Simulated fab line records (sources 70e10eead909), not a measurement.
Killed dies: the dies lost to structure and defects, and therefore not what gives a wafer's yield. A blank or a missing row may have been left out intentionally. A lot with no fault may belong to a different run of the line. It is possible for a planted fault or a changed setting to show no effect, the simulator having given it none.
Which tool is to blame?	flow nandHarc	22 lots with 66 wafers sampled at 6 steps, on a route of 1302 steps

== WHAT THE GAUGES READ, wafer by wafer ==
The record lacks any reading of a measuring or inspecting step that a usual standard deviation could be used to judge.

== EACH LOT AND THE TOOL THAT RAN IT (in order: tool; ch and the chambers of the sampled wafers; start) ==
lot	NHARC_A_STAIRCASE_DESCUM_219	NHARC_A_STAIRCASE_TRIM_229	NHARC_A_STAIRCASE_ETCH_236	NHARC_A_STAIRCASE_HM_OPEN_460	NHARC_A_STAIRCASE_HM_OPEN_463	NHARC_A_STAIRCASE_ETCH_315
L074	rieDiel-03 ch 2,3, day 15 16:50	rieDiel-07 ch 0,2,3, day 15 18:02	rieDiel-07 ch 0,1, no start	rieDiel-01 ch 0,2,3, no start	rieDiel-03 ch 1,2, no start	rieDiel-03 ch 1,2, no start
L075	rieDiel-07 ch 0,2,3, day 16 11:31	rieDiel-03 ch 1,2,3, day 16 12:43	rieDiel-03 ch 0,1,3, no start	rieDiel-03 ch 0,1,3, no start	rieDiel-03 ch 0,3, no start	rieDiel-03 ch 1,2, no start
L076	rieDiel-03 ch 1,3, day 16 21:50	rieDiel-03 ch 0,3, day 16 23:08	rieDiel-03 ch 0,3, no start	rieDiel-07 ch 0,1, no start	rieDiel-07 ch 2,3, no start	rieDiel-07 ch 2,3, no start
L077	rieDiel-01 ch 0,1,3, day 17 16:32	rieDiel-01 ch 0,2,3, day 17 17:39	rieDiel-01 ch 0,1,2, no start	rieDiel-01 ch 1,2,3, no start	rieDiel-07 ch 0,2,3, no start	rieDiel-07 ch 1,2,3, no start
L080	rieDiel-07 ch 2,3, day 18 08:01	rieDiel-07 ch 0,1,3, day 18 09:10	rieDiel-07 ch 0,2,3, no start	rieDiel-01 ch 1,2,3, no start	rieDiel-07 ch 0,3, no start	rieDiel-07 ch 0,3, no start
L081	rieDiel-01 ch 0,3, day 19 04:45	rieDiel-07 ch 0,2, day 19 05:53	rieDiel-07 ch 0,2,3, no start	rieDiel-01 ch 1,2,3, no start	rieDiel-07 ch 1,2,3, no start	rieDiel-07 ch 0,1, no start
L082	rieDiel-03 ch 0,1,3, day 19 15:48	rieDiel-03 ch 0,2, day 19 16:55	rieDiel-03 ch 0,1, no start	rieDiel-07 ch 0,1,2, no start	rieDiel-07 ch 0,1, no start	rieDiel-07 ch 0,2,3, no start
L083	rieDiel-01 ch 0,2,3, day 20 07:44	rieDiel-01 ch 0,1, day 20 09:19	rieDiel-01 ch 0,1,3, no start	rieDiel-01 ch 0,1,2, no start	rieDiel-01 ch 1,2, no start	rieDiel-01 ch 1,2,3, no start
L085	rieDiel-01 ch 2,3, day 20 18:43	rieDiel-03 ch 2,3, day 20 20:08	rieDiel-03 ch 0,2, no start	rieDiel-01 ch 0,1,2, no start	rieDiel-01 ch 1,2, no start	rieDiel-01 ch 1,2, no start
L084	rieDiel-01 ch 0,1, day 20 21:02	rieDiel-01 ch 0,2,3, day 20 22:11	rieDiel-01 ch 1,3, no start	rieDiel-03 ch 0,1,2, no start	rieDiel-03 ch 0,2, no start	rieDiel-03 ch 0,1,2, no start
L086	rieDiel-03 ch 0,2,3, day 21 02:49	rieDiel-01 ch 0,2, day 21 04:05	rieDiel-01 ch 0,1,3, no start	rieDiel-07 ch 1,2,3, no start	rieDiel-01 ch 1,2,3, no start	rieDiel-01 ch 0,2,3, no start
L088	rieDiel-01 ch 1,3, day 21 14:16	rieDiel-03 ch 0,3, day 21 15:35	rieDiel-03 ch 0,1,3, no start	rieDiel-07 ch 1,2,3, no start	rieDiel-07 ch 0,2,3, no start	rieDiel-07 ch 1,3, no start
L087	rieDiel-03 ch 1,2, day 21 15:31	rieDiel-01 ch 0,1,2, day 21 16:59	rieDiel-01 ch 0,1,2, no start	rieDiel-03 ch 1,2, no start	rieDiel-03 ch 1,3, no start	rieDiel-03 ch 2,3, no start
L089	rieDiel-01 ch 0,1,2, day 21 20:56	rieDiel-07 ch 2,3, day 21 22:02	rieDiel-07 ch 0,1,3, no start	rieDiel-01 ch 1,2,3, no start	rieDiel-07 ch 2,3, no start	rieDiel-07 ch 0,1,3, no start
L090	rieDiel-01 ch 1,2,3, day 22 10:19	rieDiel-03 ch 0,1, day 22 12:47	rieDiel-03 ch 1,2, no start	rieDiel-03 ch 0,1, no start	rieDiel-01 ch 0,2, no start	rieDiel-01 ch 0,1,2, no start
L091	rieDiel-03 ch 1,2,3, day 22 20:44	rieDiel-01 ch 0,3, day 22 21:51	rieDiel-01 ch 0,2, no start	rieDiel-07 ch 0,2,3, no start	rieDiel-07 ch 2,3, no start	rieDiel-07 ch 0,2,3, no start
L093	rieDiel-03 ch 0,1, day 23 19:06	rieDiel-01 ch 2,3, day 23 20:12	rieDiel-01 ch 0,1,3, no start	rieDiel-03 ch 0,2, no start	rieDiel-07 ch 0,2, no start	rieDiel-07 ch 0,1, no start
L092	rieDiel-07 ch 0,2, day 23 19:35	rieDiel-07 ch 0,2, day 23 20:53	rieDiel-07 ch 0,2,3, no start	rieDiel-03 ch 0,2, no start	rieDiel-03 ch 0,2,3, no start	rieDiel-03 ch 2,3, no start
L094	rieDiel-03 ch 0,1,2, day 24 06:30	rieDiel-07 ch 0,1,2, day 24 07:41	rieDiel-07 ch 1,2,3, no start	rieDiel-01 ch 0,1,2, no start	rieDiel-07 ch 0,1,2, no start	rieDiel-07 ch 0,2,3, no start
L095	rieDiel-07 ch 0,2,3, day 24 15:35	rieDiel-07 ch 0,1,2, day 24 17:50	rieDiel-07 ch 0,2, no start	rieDiel-03 ch 0,2,3, no start	rieDiel-01 ch 1,3, no start	rieDiel-01 ch 1,2, no start
L096	rieDiel-03 ch 2,3, day 25 14:29	rieDiel-03 ch 0,2, day 25 16:02	rieDiel-03 ch 1,2,3, no start	rieDiel-01 ch 0,1, no start	rieDiel-01 ch 0,3, no start	rieDiel-01 ch 0,1, no start
L097	rieDiel-03 ch 0,1, day 26 00:44	rieDiel-03 ch 0,1,2, day 26 01:53	rieDiel-03 ch 0,2,3, no start	rieDiel-01 ch 0,3, no start	rieDiel-07 ch 1,2, no start	rieDiel-07 ch 2,3, no start
- NHARC_A_STAIRCASE_DESCUM_219: chemistry O2, time 3 s.
- NHARC_A_STAIRCASE_TRIM_229: chemistry O2, time 211.2 s.
- NHARC_A_STAIRCASE_ETCH_236: etches the open film in C4F8/O2, target depth 100 nm, time 40.5 s.
- NHARC_A_STAIRCASE_HM_OPEN_460: chemistry O2/COS.
- NHARC_A_STAIRCASE_HM_OPEN_463: chemistry O2/COS.
- NHARC_A_STAIRCASE_ETCH_315: etches the open film in C4F8/O2/Ar, target depth 2500 nm, time 607.1 s.

== AS READ BY THE TOOLS THEMSELVES (means over the sampled wafers that have a number; for cases with no such wafer, the mark the record gives instead) ==
NHARC_A_STAIRCASE_DESCUM_219.
lot	tool	drypumpMotorCurrentA (A)	oesProductAu (a.u.)	rfVppV (V)	showerheadPlenumPTorr (Torr)	throttleValvePct (%)
L074	rieDiel-03	5.9	1.006	58.6	1.86	11.306
L075	rieDiel-07	5.9	1.018	57.7	2.02	11.315
L076	rieDiel-03	6.1	0.995	58.4	1.95	11.319
L077	rieDiel-01	5.3	0.999	57.4	1.92	11.307
L080	rieDiel-07	5.9	1.029	58.6	1.99	11.312
L081	rieDiel-01	5.0	1.003	58.4	1.96	11.321
L082	rieDiel-03	5.6	1.016	57.3	1.91	11.309
L083	rieDiel-01	5.1	1.003	58.2	1.88	11.316
L085	rieDiel-01	5.1	1.009	57.3	1.80	11.318
L084	rieDiel-01	5.7	1.005	57.9	1.93	11.316
L086	rieDiel-03	5.6	1.007	58.4	1.94	11.313
L088	rieDiel-01	5.7	1.009	57.7	1.86	11.310
L087	rieDiel-03	6.3	1.001	59.1	2.00	11.316
L089	rieDiel-01	5.5	1.003	56.9	1.89	11.306
L090	rieDiel-01	5.5	1.007	57.6	1.82	11.310
L091	rieDiel-03	6.1	1.014	57.9	1.97	11.306
L093	rieDiel-03	5.3	1.000	57.9	1.90	11.312
L092	rieDiel-07	5.9	0.987	58.3	2.01	11.309
L094	rieDiel-03	5.8	0.996	57.6	1.96	11.316
L095	rieDiel-07	5.9	0.992	58.8	2.00	11.311
L096	rieDiel-03	6.1	0.999	58.2	2.00	11.314
L097	rieDiel-03	5.8	1.010	57.2	1.93	11.311

NHARC_A_STAIRCASE_TRIM_229.
lot	tool	drypumpMotorCurrentA (A)	oesProductAu (a.u.)	rfVppV (V)	showerheadPlenumPTorr (Torr)	throttleValvePct (%)
L074	rieDiel-07	5.9	1.018	57.7	3.71	17.039
L075	rieDiel-03	6.1	1.014	57.2	3.47	17.033
L076	rieDiel-03	5.5	1.011	57.4	3.49	17.042
L077	rieDiel-01	5.2	0.990	56.9	3.47	17.037
L080	rieDiel-07	5.7	1.017	57.8	3.59	17.038
L081	rieDiel-07	5.9	1.004	58.4	3.71	17.041
L082	rieDiel-03	5.3	1.002	57.5	3.40	17.030
L083	rieDiel-01	5.7	1.007	57.6	3.56	17.037
L085	rieDiel-03	5.9	1.020	58.3	3.59	17.036
L084	rieDiel-01	5.2	1.002	58.1	3.46	17.031
L086	rieDiel-01	5.3	1.007	57.5	3.44	17.028
L088	rieDiel-03	5.5	1.020	57.7	3.47	17.033
L087	rieDiel-01	5.5	0.997	57.5	3.49	17.025
L089	rieDiel-07	5.9	1.013	58.6	3.65	17.037
L090	rieDiel-03	5.3	1.000	57.6	3.51	17.041
L091	rieDiel-01	5.1	0.999	57.8	3.59	17.030
L093	rieDiel-01	5.3	0.994	57.3	3.31	17.030
L092	rieDiel-07	5.9	0.995	57.9	3.65	17.041
L094	rieDiel-07	5.7	1.000	57.9	3.54	17.038
L095	rieDiel-07	5.8	0.998	57.9	3.54	17.039
L096	rieDiel-03	5.3	0.997	58.1	3.55	17.035
L097	rieDiel-03	5.8	1.003	58.1	3.61	17.038

NHARC_A_STAIRCASE_ETCH_236.
lot	tool	oesProductAu (a.u.)	rfVppV (V)
L074	rieDiel-07	0.924	899
L075	rieDiel-03	0.939	897
L076	rieDiel-03	0.955	894
L077	rieDiel-01	0.942	896
L080	rieDiel-07	0.944	902
L081	rieDiel-07	0.963	903
L082	rieDiel-03	0.961	895
L083	rieDiel-01	0.946	896
L085	rieDiel-03	0.938	901
L084	rieDiel-01	0.945	891
L086	rieDiel-01	0.936	895
L088	rieDiel-03	0.952	895
L087	rieDiel-01	0.957	894
L089	rieDiel-07	0.950	897
L090	rieDiel-03	0.947	902
L091	rieDiel-01	0.940	897
L093	rieDiel-01	0.938	895
L092	rieDiel-07	0.942	902
L094	rieDiel-07	0.942	895
L095	rieDiel-07	0.939	901
L096	rieDiel-03	0.959	898
L097	rieDiel-03	0.953	898

NHARC_A_STAIRCASE_HM_OPEN_460.
lot	tool	cosFlowSccm (sccm)	drypumpMotorCurrentA (A)	oesProductAu (a.u.)	rfVppV (V)	showerheadPlenumPTorr (Torr)	throttleValvePct (%)
L074	rieDiel-01	20.01	5.2	0.990	466	3.07	28.330
L075	rieDiel-03	19.92	5.6	1.014	467	3.13	28.322
L076	rieDiel-07	20.04	5.8	0.996	469	3.19	28.332
L077	rieDiel-01	19.93	5.4	1.004	465	3.00	28.328
L080	rieDiel-01	19.97	5.5	0.994	464	2.99	28.333
L081	rieDiel-01	19.94	5.5	1.002	464	2.99	28.335
L082	rieDiel-07	20.03	5.8	1.013	467	3.15	28.331
L083	rieDiel-01	20.03	5.5	1.005	467	3.10	28.328
L085	rieDiel-01	19.99	5.6	0.995	466	3.09	28.327
L084	rieDiel-03	20.02	5.8	0.998	469	3.21	28.330
L086	rieDiel-07	19.93	5.7	1.013	468	3.13	28.329
L088	rieDiel-07	19.99	5.7	1.005	468	3.13	28.330
L087	rieDiel-03	20.06	6.2	0.990	471	3.31	28.328
L089	rieDiel-01	19.97	5.5	1.005	464	2.98	28.331
L090	rieDiel-03	20.01	5.3	0.998	467	3.11	28.335
L091	rieDiel-07	20.00	5.9	1.001	470	3.26	28.331
L093	rieDiel-03	19.98	5.7	0.986	470	3.25	28.318
L092	rieDiel-03	20.02	5.7	0.999	469	3.25	28.329
L094	rieDiel-01	20.03	5.5	1.000	470	3.23	28.338
L095	rieDiel-03	20.00	5.6	0.995	468	3.16	28.322
L096	rieDiel-01	20.02	5.7	1.009	468	3.13	28.329
L097	rieDiel-01	19.99	5.0	1.003	467	3.06	28.331

NHARC_A_STAIRCASE_HM_OPEN_463.
lot	tool	cosFlowSccm (sccm)	drypumpMotorCurrentA (A)	oesProductAu (a.u.)	rfVppV (V)	showerheadPlenumPTorr (Torr)	throttleValvePct (%)
L074	rieDiel-03	20.03	6.3	1.010	468	3.11	28.333
L075	rieDiel-03	20.06	5.5	1.021	466	3.09	28.332
L076	rieDiel-07	20.04	5.9	1.025	469	3.24	28.329
L077	rieDiel-07	20.10	5.9	1.019	470	3.28	28.338
L080	rieDiel-07	20.02	5.8	1.013	472	3.30	28.319
L081	rieDiel-07	20.06	5.7	1.008	468	3.13	28.339
L082	rieDiel-07	20.03	5.6	0.992	465	3.05	28.338
L083	rieDiel-01	19.99	5.9	1.006	465	3.02	28.330
L085	rieDiel-01	20.03	5.7	1.007	464	2.96	28.340
L084	rieDiel-03	19.92	5.8	0.987	470	3.27	28.328
L086	rieDiel-01	20.02	5.4	1.007	465	2.98	28.329
L088	rieDiel-07	20.00	5.9	0.991	470	3.26	28.331
L087	rieDiel-03	19.95	6.1	1.021	468	3.16	28.332
L089	rieDiel-07	20.12	5.9	1.004	469	3.22	28.331
L090	rieDiel-01	20.03	5.2	0.997	468	3.16	28.327
L091	rieDiel-07	20.01	5.8	1.004	470	3.25	28.325
L093	rieDiel-07	20.06	5.9	0.987	471	3.26	28.336
L092	rieDiel-03	19.98	5.6	1.004	468	3.16	28.332
L094	rieDiel-07	20.01	5.8	0.998	467	3.13	28.331
L095	rieDiel-01	19.96	5.3	0.990	464	2.98	28.334
L096	rieDiel-01	20.01	5.0	0.995	466	3.06	28.329
L097	rieDiel-07	20.02	5.6	0.993	464	2.99	28.322

NHARC_A_STAIRCASE_ETCH_315.
lot	tool	oesProductAu (a.u.)	rfVppV (V)
L074	rieDiel-03	0.929	1817
L075	rieDiel-03	0.937	1826
L076	rieDiel-07	0.949	1837
L077	rieDiel-07	0.931	1828
L080	rieDiel-07	0.940	1843
L081	rieDiel-07	0.934	1832
L082	rieDiel-07	0.944	1839
L083	rieDiel-01	0.944	1815
L085	rieDiel-01	0.940	1818
L084	rieDiel-03	0.932	1834
L086	rieDiel-01	0.934	1821
L088	rieDiel-07	0.934	1818
L087	rieDiel-03	0.938	1838
L089	rieDiel-07	0.932	1830
L090	rieDiel-01	0.931	1824
L091	rieDiel-07	0.923	1838
L093	rieDiel-07	0.934	1820
L092	rieDiel-03	0.937	1837
L094	rieDiel-07	0.940	1838
L095	rieDiel-01	0.938	1830
L096	rieDiel-01	0.943	1833
L097	rieDiel-07	0.946	1834

== THE ANSWER, worked out from the rows above alone ==
Rule: the usual values come from the lots themselves. The widest of any qualifying gaps counts: lots, ordered by their means at a reading, are off when they make up no more than a third of the lots, leave a main group of 4 or more, and stand apart from it by 3 or more times the standard deviation of that group's means. The tables above print the reading to a certain number of digits; a main group whose means all agree to those digits is not used. Also off: a lot with no number at a reading for which 4 or more lots have one. The other lots that the step has rows for count as sound. First the gauges in route order, then the tools' own readings, where a lot's mean is used as printed above. At the first step where some lot is off, the reading lying furthest off is the one used; lots without a number count as furthest.
No lot is off on any of the readings shown, so nothing can be concluded from this.

== WHAT WAS PUT IN BY THE SIMULATOR ==
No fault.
